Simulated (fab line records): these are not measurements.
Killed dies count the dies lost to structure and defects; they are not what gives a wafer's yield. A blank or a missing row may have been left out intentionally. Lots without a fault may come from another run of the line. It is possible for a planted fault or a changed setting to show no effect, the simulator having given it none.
The same fault as seen by 3 desks | flow nandHarc | each desk has only its own numbers; what lay behind them comes last

== THE METROLOGY DESK ==
What the gauges read, lot by lot, whatever tool the lot ran on: means of the sampled wafers that have a number. If a lot's mean is further than 4 standard deviations from the usual mean, the lot is out of limits and carries the mark OUT (the distance appears in the brackets).
Columns: A = thkNm at NHARC_A_ONON_D2_THK_MEAS_05, usual 998 nm; B = thkNm at NHARC_A_ONON_D2_THK_MEAS_27, usual 997 nm; C = thkNm at NHARC_A_ONON_D2_THK_MEAS_34, usual 199.7 nm
lot  | first seen here | A    | B    | C
L132 | day 12 07:08    | 996  | 992  | 197.6
L133 | day 13 11:47    | 1009 | 998  | 199.8
L138 | day 14 18:18    | 983  | 1003 | 210.9 (+4.7) OUT
L144 | day 18 05:38    | 1008 | 992  | 197.7
L145 | day 19 03:06    | 1005 | 999  | 195.1
L149 | day 19 15:30    | 1002 | 1004 | 202.6
L148 | day 19 15:31    | 1009 | 991  | 200.4
L150 | day 20 08:34    | 986  | 1006 | 201.5
L151 | day 21 08:08    | 1016 | 990  | 198.0
L152 | day 21 08:09    | 997  | 1001 | 199.4
L154 | day 21 13:35    | 998  | 996  | 201.7
L153 | day 21 13:36    | 994  | 1008 | 200.0
L155 | day 22 01:39    | 1021 | 1006 | 203.6
This desk's verdict: out of limits on L138, starting with L138 at day 15 06:06 (thkNm at NHARC_A_ONON_D2_THK_MEAS_34). Within limits: L132, L133, L144, L145, L149, L148, L150, L151, L152, L154, L153, L155.

== DESK OF THE TOOL OWNER: pecvd-04 ==
The tool's own readings at NHARC_A_ONON_D2_DEP_33 (deposits SiO2, target thk 200 nm): means of the sampled wafers that have a number, for each lot that ran on this tool. If a lot's mean is further than 4 standard deviations from the usual mean, the lot is out of limits and carries the mark OUT (the distance appears in the brackets).
Columns: A = heaterPowerW at NHARC_A_ONON_D2_DEP_33, usual 510 W; B = rfFwdPowerW at NHARC_A_ONON_D2_DEP_33, usual 898.9 W; C = showerheadVppV at NHARC_A_ONON_D2_DEP_33, usual 1827 V; D = throttleValvePct at NHARC_A_ONON_D2_DEP_33, usual 16.1 %
lot  | first seen here | A   | B                | C    | D
L138 | day 15 05:41    | 388 | 1140.8 (+90) OUT | 2019 | 16.3
L152 | day 21 20:09    | 516 | 898.0            | 1713 | 16.3
L154 | day 22 01:20    | 564 | 899.6            | 1677 | 16.5
L155 | day 22 15:14    | 475 | 897.9            | 1746 | 16.3
This desk's verdict: out of limits on L138, starting with L138 at day 15 05:41 (rfFwdPowerW at NHARC_A_ONON_D2_DEP_33). Within limits: L152, L154, L155.

== THE DEFECT DESK ==
Inspection counts along the route, by lot: the mean over sampled wafers that carry a number. If a lot's mean is further than 4 standard deviations from the usual mean, the lot is out of limits and carries the mark OUT (the distance appears in the brackets).
Columns: A = rawDefectCount at NHARC_A_CHANNEL_FILL_D1_INSPECT_13, usual 288
lot  | first seen here | A
L132 | day 10 20:20    | 241
L133 | day 11 21:02    | 418
L138 | day 13 08:27    | 167
L144 | day 16 21:16    | 519
L145 | day 17 11:32    | 358
L149 | day 17 23:20    | 216
L148 | day 17 23:28    | 177
L150 | day 18 19:44    | 237
L151 | day 19 17:00    | 227
L152 | day 19 19:40    | 221
L153 | day 20 00:37    | 325
L154 | day 20 00:37    | 243
L155 | day 20 14:41    | 304
This desk's verdict: no lot among the 13 shows anything out of limits.

== BROUGHT TOGETHER ==
At day 15 05:41, on L138, the tool owner's desk was in a position to raise an alarm.
The metrology desk could have raised an alarm at day 15 06:06, on L138.
Nothing out of limits was seen by the defect desk.
The defect desk has L138 on record, within its limits.
All the named lots went through NHARC_A_ONON_D2_DEP_33 on pecvd-04.

== WHAT WAS PUT IN BY THE SIMULATOR ==
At NHARC_A_ONON_D2_DEP_33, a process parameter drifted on pecvd-04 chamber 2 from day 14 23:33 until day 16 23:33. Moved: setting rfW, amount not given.
Struck lots among those shown: L138.
Fault start to first reading out of limits, in hours, per desk: tool owner, 6; metrology, 7.
